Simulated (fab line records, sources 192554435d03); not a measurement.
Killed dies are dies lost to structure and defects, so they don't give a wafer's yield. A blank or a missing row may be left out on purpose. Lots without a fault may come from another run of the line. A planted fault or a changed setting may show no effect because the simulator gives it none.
A struck lot beside a sound one | flow n5_finfet | 20 steps out of a route of 1938
Sound: wafers L267.2, L267.3, L267.6. Struck: wafers L259.3, L259.4, L259.5. The cause comes at the end.
At each step with rows: each side's tool, then ch and its chambers, then its first start. Under that, the readings that differ: sound wafers | struck wafers | difference of the means | sigmas: that difference in standard deviations of wafers without a fault.
alike: readings whose means differ by less than 2 such deviations, and words and numbers that are the same on both sides. not compared: withheld readings, readings that some wafer has no value for, bounds like >300 that may hide the same value, and numbers for which the record gives no deviation and whose values overlap.
The two part at a step that has a row with sigmas, a row that says differs or no value, or rows on one side only. Numbers that don't overlap but have no deviation are shown without sigmas and don't part them. A reading that every wafer of one side lacks parts them only if that side has two wafers or more.

N5_BEOL_M13_ETCH_67: etches SiARC in CF4, target depth 143 nm, time 238.3 s.
  sound on rie_diel-05 ch 0,1,3, day 16 01:53; struck on rie_diel-04 ch 1,2,3, day 14 02:23
  alike: drypump_motor_current_A, etch_rf_on_time_s, oes_product_au, rf_vpp_V, showerhead_plenum_p_Torr, throttle_valve_pct
  not compared: rf_hours_counter_h
N5_BEOL_M13_ETCH_68: etches SOC in N2/H2, time 355 s.
  sound on rie_diel-05 ch 0,1,3, day 16 02:01; struck on rie_diel-04 ch 1,2,3, day 14 02:32
  alike: drypump_motor_current_A, oes_product_au, rf_vpp_V, showerhead_plenum_p_Torr, throttle_valve_pct
  not compared: rf_hours_counter_h
then, 3 steps without rows for these wafers: N5_BEOL_M13_STRIP_69 (strips in N2/H2); N5_BEOL_M13_TRENCH_ETCH_34 (etches SiOC in C4F8/O2/Ar, target depth 413.47 nm, time 162.6 s); N5_BEOL_M13_STRIP_70 (strips in C4F8/O2/Ar).
N5_BEOL_M13_OCD_MEAS_35:
  sound on ocd-01, day 16 02:25; struck on ocd-01, day 14 02:56
  alike: trench_depth_nm
then, 4 steps without rows for these wafers: N5_BEOL_M13_STRIP_37 (strips in N2/H2); N5_BEOL_M13_ETCH_38 (etches SiCN in CF4/N2, target depth 67.5 nm, time 71.9 s); N5_BEOL_M13_PRECLEAN_39 (cleans in residue remover, time 60 s); N5_BEOL_M13_SRD_40 (time 30 s, dry time 30 s).
N5_BEOL_M13_DEGAS_41: time 60 s.
  sound on pvd_sputter-03, day 16 04:30; struck on pvd_sputter-02, day 14 03:32
  alike: heater_power_w
then, 1 step without rows for these wafers: N5_BEOL_M13_PRE_CLEAN_42 (time 30 s).
N5_BEOL_M13_SPUTTER_43: material TaN, target thk 15 nm, time 24.19 s.
  sound on pvd_sputter-03, day 16 04:35; struck on pvd_sputter-02, day 14 03:37
  reading                                      | sound          | struck       | difference | sigmas
  model.TaN_of_BEOL_M13_SPUTTER_43.thk_nm (nm) | 15.2 15.2 15.4 | 19.4 19.8 20 | +4.5       |
  alike: bias_v, throttle_valve_pct
N5_BEOL_M13_SPUTTER_44: material Ta, target thk 10 nm, time 16.13 s.
  sound on pvd_sputter-03, day 16 04:40; struck on pvd_sputter-02, day 14 03:42
  alike: bias_v, throttle_valve_pct
then, 2 steps without rows for these wafers: N5_BEOL_M13_SPUTTER_45 (material Cu, target thk 80 nm, time 13.33 s); N5_BEOL_M13_ECD_47 (material Cu, target thk 936 nm).
N5_BEOL_M13_ANNEAL_48: time 90 s.
  sound on rtp_anneal-01 ch 0, day 16 05:04; struck on rtp_anneal-01 ch 0, day 14 04:12
  alike: wafer_temp_C_max
N5_BEOL_M13_CMP_49: polishes, stops on SiOC, t overpolish 17.1 s, target thk 420 nm.
  sound on cmp-04 ch 0,2,3, day 16 05:20; struck on cmp-04 ch 0,2,3, day 14 04:29
  reading                      | sound          | struck         | difference | sigmas
  barrier_field_endpoint_s (s) | 30.3 30.9 30.7 | 35.3 35.3 36.2 | +5.0       | +6
  alike: motor_current_A
N5_BEOL_M13_THK_MEAS_50: measures by xrf.
  sound on film_metro-02, day 16 05:38; struck on film_metro-02, day 14 04:43
  alike: M13_THK
N5_PASSIVATION_PROBE_49:
  sound on prober-01, day 17 12:23; struck on prober-01, day 15 06:32
  alike: defect_limited_yield, killed_at_M0_to_M3, killed_at_M4_up, killed_at_contacts, killed_at_front_end, killed_at_other, killed_dies, killed_open, killed_short, sort_bin_5_function, sort_bin_6_memory, sort_n_pass, sort_yield_pct

WHERE THEY PART
Only at N5_BEOL_M13_CMP_49, within this record. Later steps at which nothing parts them and some readings are alike: N5_BEOL_M13_THK_MEAS_50, N5_PASSIVATION_PROBE_49.

WHY: what the simulator had put in
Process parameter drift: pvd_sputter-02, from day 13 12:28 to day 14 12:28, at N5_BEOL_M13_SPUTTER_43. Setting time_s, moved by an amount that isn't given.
